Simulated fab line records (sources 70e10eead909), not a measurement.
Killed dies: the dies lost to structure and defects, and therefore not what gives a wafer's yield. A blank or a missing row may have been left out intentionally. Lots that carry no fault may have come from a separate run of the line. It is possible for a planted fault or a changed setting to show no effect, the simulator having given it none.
fab line records	flow nandHarc
record lots=7	wafers=19	lastDay=30
route steps=1302 shown A_ONON_D1@424 END@1302
lots untouched by any fault: they come from a run of this same line in which no faults occurred
startH: start of the lot's first displayed wafer, in hours after the record's first day	waitH: time in hours since the lot's previous step	" as in the row above	L1.1+2: several wafers, shown together as one row	- no value, or no start was given	* or withheld: withheld	< > ~ a bound
route shown NAME@n: names a module that has steps shown in the file, with the first one's number in the route	usual: mean/standard deviation of fault-free wafers	same: alike in all rows	chamber/n: place in a boat	sites: the reading at each site	_std_site: how widely they spread, as a standard deviation	_edge_site: inner sites' mean taken away from outer sites' mean	radiusMm: how far each site lies from the wafer's centre	mask NAME#n: copy n	behind: the most recent tool/chamber to have shaped the wafer	hold: why the lot went on hold/how many hours it stayed there/how the hold came to an end	device: whichever transistor did not switch (one of n, p or np)	end of line: at the end of the route, the tests of the same wafers	step lacking rows: just its recipe	killed: count of dies lost to structure and defects at first sort (not the wafer's yield)	map: a wafer's dies, marking killed ones x, the rest . and places with no die _
set.NAME: the run value of the setting; set.NAME@STEP: its run value at that earlier step	model.NAME: the simulator's own value behind a step, which no gauge read
lots seen at some steps along the route; tables by step, rows by wafer
services: when a tool's chamber went out of use (startH, in hours from the record's first day, below 0 if earlier), for how many hours, and the reason
## steps
# step NHARC_A_ONON_D1_DEP_00
# recipe targetThkA=10000	n2FlowSccm=2750	n2oFlowSccm=2000	nh3FlowSccm=500	sih4FlowSccm=210	tempC=400
# step NHARC_A_ONON_D1_THK_MEAS_02
# recipe thkMeasGauge=ellipsometry
# usual thkNm=1000/6.3
lot.wafer	tool	chamber	startH	waitH	thkNm
L851.1	filmMetro-01	-	175.76	-	1006
L851.2	"	-	"	"	1007
L851.6	"	-	"	"	1008
L855.4	filmMetro-01	-	208.61	-	1004
L855.6	"	-	"	"	1003
L856.2	filmMetro-01	-	218.42	-	1011
L856.3	"	-	"	"	1011
L856.6	"	-	"	"	1010
L857.5	filmMetro-02	-	233.63	-	997
L857.6	"	-	"	"	995
L864.1	filmMetro-02	-	308.46	-	994
L864.3	"	-	"	"	996
L864.4	"	-	"	"	996
L865.1	filmMetro-01	-	308.47	-	990
L865.4	"	-	"	"	989
L865.6	"	-	"	"	987
L867.1	filmMetro-01	-	330.38	-	995
L867.4	"	-	"	"	996
L867.6	"	-	"	"	995
# step NHARC_A_ONON_D1_DEP_03
# recipe targetThkA=10000	n2FlowSccm=2750	n2oFlowSccm=2000	nh3FlowSccm=500	sih4FlowSccm=210	tempC=400
# step NHARC_A_ONON_D1_THK_MEAS_05
# recipe thkMeasGauge=ellipsometry
# usual thkNm=998/8.1
lot.wafer	tool	chamber	startH	waitH	thkNm
L851.1	filmMetro-02	-	176.32	-	1005
L851.2	"	-	"	"	1006
L851.6	"	-	"	"	1007
L855.4	filmMetro-01	-	209.17	-	995
L855.6	"	-	"	"	995
L856.2	filmMetro-02	-	218.99	-	1005
L856.3	"	-	"	"	1007
L856.6	"	-	"	"	1004
L857.5	filmMetro-02	-	234.20	-	1004
L857.6	"	-	"	"	1006
L865.1	filmMetro-01	-	309.03	-	1002
L865.4	"	-	"	"	1004
L865.6	"	-	"	"	1002
L864.1	filmMetro-02	-	309.03	-	980
L864.3	"	-	"	"	978
L864.4	"	-	"	"	979
L867.1	filmMetro-01	-	330.95	-	1007
L867.4	"	-	"	"	1006
L867.6	"	-	"	"	1007
# step NHARC_A_ONON_D1_DEP_06
# recipe targetThkA=10000	n2FlowSccm=2750	n2oFlowSccm=2000	nh3FlowSccm=500	sih4FlowSccm=210	tempC=400
# step NHARC_A_ONON_D1_THK_MEAS_08
# recipe thkMeasGauge=ellipsometry
# usual thkNm=999/7.5
lot.wafer	tool	chamber	startH	waitH	thkNm
L851.1	filmMetro-02	-	176.88	-	997
L851.2	"	-	"	"	997
L851.6	"	-	"	"	999
L855.4	filmMetro-01	-	209.74	-	993
L855.6	"	-	"	"	995
L856.2	filmMetro-01	-	219.55	-	997
L856.3	"	-	"	"	997
L856.6	"	-	"	"	997
L857.5	filmMetro-01	-	234.77	-	995
L857.6	"	-	"	"	995
L865.1	filmMetro-02	-	309.59	-	997
L865.4	"	-	"	"	998
L865.6	"	-	"	"	997
L864.1	filmMetro-01	-	309.60	-	999
L864.3	"	-	"	"	998
L864.4	"	-	"	"	998
L867.1	filmMetro-02	-	331.52	-	993
L867.4	"	-	"	"	991
L867.6	"	-	"	"	991
# step NHARC_A_ONON_D1_DEP_09
# recipe targetThkA=10000	n2FlowSccm=2750	n2oFlowSccm=2000	nh3FlowSccm=500	sih4FlowSccm=210	tempC=400
# step NHARC_A_ONON_D1_THK_MEAS_11
# recipe thkMeasGauge=ellipsometry
# usual thkNm=1001/11
lot.wafer	tool	chamber	startH	waitH	thkNm
L851.1	filmMetro-02	-	177.45	-	1018
L851.2	"	-	"	"	1019
L851.6	"	-	"	"	1018
L855.4	filmMetro-02	-	210.31	-	990
L855.6	"	-	"	"	987
L856.2	filmMetro-02	-	220.12	-	979
L856.3	"	-	"	"	978
L856.6	"	-	"	"	980
L857.5	filmMetro-01	-	235.34	-	1019
L857.6	"	-	"	"	1018
L865.1	filmMetro-01	-	310.16	-	992
L865.4	"	-	"	"	990
L865.6	"	-	"	"	990
L864.1	filmMetro-02	-	310.17	-	1023
L864.3	"	-	"	"	1025
L864.4	"	-	"	"	1025
L867.1	filmMetro-01	-	332.09	-	1011
L867.4	"	-	"	"	1011
L867.6	"	-	"	"	1012
# step NHARC_A_ONON_D1_DEP_12
# recipe targetThkA=10000	n2FlowSccm=2750	n2oFlowSccm=2000	nh3FlowSccm=500	sih4FlowSccm=210	tempC=400
# step NHARC_A_ONON_D1_THK_MEAS_14
# recipe thkMeasGauge=ellipsometry
# usual thkNm=1000/8.6
lot.wafer	tool	chamber	startH	waitH	thkNm
L851.1	filmMetro-02	-	178.02	-	984
L851.2	"	-	"	"	986
L851.6	"	-	"	"	984
L855.4	filmMetro-01	-	210.88	-	1003
L855.6	"	-	"	"	1004
L856.2	filmMetro-02	-	220.68	-	985
L856.3	"	-	"	"	985
L856.6	"	-	"	"	986
L857.5	filmMetro-01	-	235.90	-	1003
L857.6	"	-	"	"	1002
L865.1	filmMetro-01	-	310.72	-	1001
L865.4	"	-	"	"	1004
L865.6	"	-	"	"	1002
L864.1	filmMetro-02	-	310.74	-	990
L864.3	"	-	"	"	988
L864.4	"	-	"	"	989
L867.1	filmMetro-02	-	332.65	-	1008
L867.4	"	-	"	"	1005
L867.6	"	-	"	"	1006
# step NHARC_A_ONON_D1_ANNEAL_15
# recipe tempC=750	timeS=3600
# step NHARC_A_ONON_D1_DEP_16
# recipe targetThkA=10000	n2FlowSccm=2750	n2oFlowSccm=2000	nh3FlowSccm=500	sih4FlowSccm=210	tempC=400
lot.wafer	tool	chamber	startH	waitH
L851.1+2+6	pecvdOnon-01	0	185.27	0.1
L855.4+6	pecvdOnon-01	0	218.32	0.2
L856.2+3+6	pecvdOnon-01	0	228.00	0.1
L857.5+6	pecvdOnon-01	0	243.45	0.3
L865.1+4+6	pecvdOnon-01	0	318.02	0.1
L864.1+3+4	pecvdOnon-02	0	318.02	0.1
L867.1+4+6	pecvdOnon-01	0	340.12	0.1
# step NHARC_A_ONON_D1_THK_MEAS_18
# recipe thkMeasGauge=ellipsometry
# usual thkNm=1001/10
lot.wafer	tool	chamber	startH	waitH	thkNm
L851.1	filmMetro-02	-	185.78	-	993
L851.2	"	-	"	"	992
L851.6	"	-	"	"	991
L855.4	filmMetro-02	-	218.65	-	1473
L855.6	"	-	"	"	1471
L856.2	filmMetro-01	-	228.45	-	1018
L856.3	"	-	"	"	1018
L856.6	"	-	"	"	1498
L857.5	filmMetro-01	-	243.73	-	997
L857.6	"	-	"	"	1475
L865.1	filmMetro-02	-	318.53	-	1003
L865.4	"	-	"	"	1005
L865.6	"	-	"	"	1004
L864.1	filmMetro-02	-	318.54	-	1014
L864.3	"	-	"	"	1010
L864.4	"	-	"	"	1012
L867.1	filmMetro-02	-	340.63	-	998
L867.4	"	-	"	"	1000
L867.6	"	-	"	"	998
# step NHARC_A_ONON_D1_DEP_19
# recipe targetThkA=10000	n2FlowSccm=2750	n2oFlowSccm=2000	nh3FlowSccm=500	sih4FlowSccm=210	tempC=400
# step NHARC_END_SORT_01
# recipe tempC=25
# usual killedAtArray=60/21	killedAtOther=1.0/1.2	killedAtPeriphery=4.2/2.8	killedDies=65/20	killedOpen=3.1/1.8	killedShort=2.6/1.6
# same grossDies=677
lot.wafer	tool	chamber	startH	waitH	killedAtArray	killedAtOther	killedAtPeriphery	killedDies	killedOpen	killedShort
L856.2	prober-01	0	610.78	2.8	45	4	2	51	4	2
L856.3	prober-01	0	611.59	3.1	40	3	3	46	0	4
L856.6	prober-01	0	614.01	4.0	675	1	1	677	8	3
L855.4	prober-02	0	612.41	3.4	675	0	2	677	7	2
L855.6	prober-02	0	614.01	4.0	672	1	4	677	5	2
L857.6	prober-02	0	627.13	4.0	674	0	3	677	3	3
# killed by level:class
L856.2 A_SLIT:chamberFilmFlake=32 THIN_TSV:chamberFilmFlake=4 A_CHANNEL_HOLE_D2:chamberFilmFlake=2 A_STAIRCASE:chamberFilmFlake=2 A_CONTACT:chamberFilmFlake=2 P_GATE:geometricParticle:short=1 P_M0:geometricParticle:open=1 A_DECK1_JOINT:geometricParticle:open=1
L856.3 A_SLIT:chamberFilmFlake=13 A_CONTACT:chamberFilmFlake=7 A_CHANNEL_HOLE_D2:chamberFilmFlake=5 A_CHANNEL_HOLE_D1:chamberFilmFlake=4 P_ZERO_WELL:chamberFilmFlake=3 A_STAIRCASE:chamberFilmFlake=3 THIN_TSV:chamberFilmFlake=3 A_ZERO_WELL:chamberFilmFlake=2
L855.4 A_ONON_D1:areaDep=610 A_CHANNEL_HOLE_D1:chamberFilmFlake=39 A_CHANNEL_HOLE_D2:chamberFilmFlake=9 A_CONTACT:chamberFilmFlake=5 A_SLIT:chamberFilmFlake=3 A_DECK1_JOINT:geometricParticle:open=2 P_GATE:geometricParticle:open=1 P_CONTACT:geometricParticle:open=1
L855.6 A_ONON_D1:areaDep=618 A_CHANNEL_HOLE_D1:chamberFilmFlake=33 A_CONTACT:chamberFilmFlake=8 A_CHANNEL_HOLE_D2:chamberFilmFlake=6 P_CONTACT:geometricParticle:open=2 P_M0:chamberFilmFlake=2 A_CHANNEL_FILL_D2:geometricParticle:open=1 A_SGD_CUT:geometricParticle:open=1
L856.6 A_ONON_D1:areaDep=630 A_SLIT:chamberFilmFlake=17 A_STAIRCASE:chamberFilmFlake=5 A_CHANNEL_FILL_D1:chamberFilmFlake=4 A_CHANNEL_HOLE_D2:chamberFilmFlake=4 A_CONTACT:chamberFilmFlake=4 A_CONTACT:geometricParticle:open=2 A_ONON_D1:geometricParticle:open=1
L857.6 A_ONON_D1:areaDep=590 A_CHANNEL_HOLE_D1:chamberFilmFlake=32 A_CHANNEL_HOLE_D2:chamberFilmFlake=23 A_SLIT:chamberFilmFlake=15 A_M0:chamberFilmFlake=6 A_CHANNEL_FILL_D2:geometricParticle:short=2 P_GATE:geometricParticle:open=1 P_CONTACT:geometricParticle:open=1
# map L855.4 (x killed, . not)
____________x____________
_________xxxxxxx_________
_______xxxxxxxxxxx_______
______xxxxxxxxxxxxx______
_____xxxxxxxxxxxxxxx_____
____xxxxxxxxxxxxxxxxx____
____xxxxxxxxxxxxxxxxx____
___xxxxxxxxxxxxxxxxxxx___
___xxxxxxxxxxxxxxxxxxx___
__xxxxxxxxxxxxxxxxxxxxx__
__xxxxxxxxxxxxxxxxxxxxx__
_xxxxxxxxxxxxxxxxxxxxxxx_
_xxxxxxxxxxxxxxxxxxxxxxx_
_xxxxxxxxxxxxxxxxxxxxxxx_
_xxxxxxxxxxxxxxxxxxxxxxx_
_xxxxxxxxxxxxxxxxxxxxxxx_
xxxxxxxxxxxxxxxxxxxxxxxxx
xxxxxxxxxxxxxxxxxxxxxxxxx
xxxxxxxxxxxxxxxxxxxxxxxxx
xxxxxxxxxxxxxxxxxxxxxxxxx
xxxxxxxxxxxxxxxxxxxxxxxxx
_xxxxxxxxxxxxxxxxxxxxxxx_
_xxxxxxxxxxxxxxxxxxxxxxx_
_xxxxxxxxxxxxxxxxxxxxxxx_
_xxxxxxxxxxxxxxxxxxxxxxx_
_xxxxxxxxxxxxxxxxxxxxxxx_
__xxxxxxxxxxxxxxxxxxxxx__
__xxxxxxxxxxxxxxxxxxxxx__
___xxxxxxxxxxxxxxxxxxx___
___xxxxxxxxxxxxxxxxxxx___
____xxxxxxxxxxxxxxxxx____
____xxxxxxxxxxxxxxxxx____
_____xxxxxxxxxxxxxxx_____
______xxxxxxxxxxxxx______
_______xxxxxxxxxxx_______
_________xxxxxxx_________
____________x____________
# map L856.6 (x killed, . not)
____________x____________
_________xxxxxxx_________
_______xxxxxxxxxxx_______
______xxxxxxxxxxxxx______
_____xxxxxxxxxxxxxxx_____
____xxxxxxxxxxxxxxxxx____
____xxxxxxxxxxxxxxxxx____
___xxxxxxxxxxxxxxxxxxx___
___xxxxxxxxxxxxxxxxxxx___
__xxxxxxxxxxxxxxxxxxxxx__
__xxxxxxxxxxxxxxxxxxxxx__
_xxxxxxxxxxxxxxxxxxxxxxx_
_xxxxxxxxxxxxxxxxxxxxxxx_
_xxxxxxxxxxxxxxxxxxxxxxx_
_xxxxxxxxxxxxxxxxxxxxxxx_
_xxxxxxxxxxxxxxxxxxxxxxx_
xxxxxxxxxxxxxxxxxxxxxxxxx
xxxxxxxxxxxxxxxxxxxxxxxxx
xxxxxxxxxxxxxxxxxxxxxxxxx
xxxxxxxxxxxxxxxxxxxxxxxxx
xxxxxxxxxxxxxxxxxxxxxxxxx
_xxxxxxxxxxxxxxxxxxxxxxx_
_xxxxxxxxxxxxxxxxxxxxxxx_
_xxxxxxxxxxxxxxxxxxxxxxx_
_xxxxxxxxxxxxxxxxxxxxxxx_
_xxxxxxxxxxxxxxxxxxxxxxx_
__xxxxxxxxxxxxxxxxxxxxx__
__xxxxxxxxxxxxxxxxxxxxx__
___xxxxxxxxxxxxxxxxxxx___
___xxxxxxxxxxxxxxxxxxx___
____xxxxxxxxxxxxxxxxx____
____xxxxxxxxxxxxxxxxx____
_____xxxxxxxxxxxxxxx_____
______xxxxxxxxxxxxx______
_______xxxxxxxxxxx_______
_________xxxxxxx_________
____________x____________
## services
tool	chamber	startH	hours	kind
pecvdOnon-02	-	185.29	13.0	pm
pecvdOnon-01	-	269.04	13.0	pm
## key
firstSign step=NHARC_A_ONON_D1_THK_MEAS_18	reading=thkNm	direction=up	sigmas=46	usual=1001	struck=1479
effect step=NHARC_END_SORT_01	reading=killedDies	direction=up	sigmas=31	usual=65	struck=677
moreKillsBornAt NHARC_A_ONON_D1_DEP_16@pecvdOnon-01=2448
metAt NHARC_A_ONON_D1_DEP_16
struckWafers L855.4,L855.6,L856.6,L857.6
laterRowsLeftOut L855.4,L855.6,L856.6,L857.6
testerLeftOut L855,L856,L857
onsetBetween 185.27 218.32
fault kind=processParameterDrift	tool=pecvdOnon-01	chamber=-	onsetH=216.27	steps=NHARC_A_ONON_D1_DEP_16	channel=targetThkA	offset=*	shape=step	endH=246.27	scope=struckWafersOnly	actsIn=*	stated=*
# testerLeftOut: of these lots the tester's yield and bins aren't shown, on N5 and GAA mostly nor the transistor test; their killed dies are dies lost to structure and defects alone, not to doping, threshold or leakage, so they don't give the yield
# laterRowsLeftOut: the simulator's readings of these wafers behind a module that went badly wrong aren't trusted and aren't shown, but for the sort
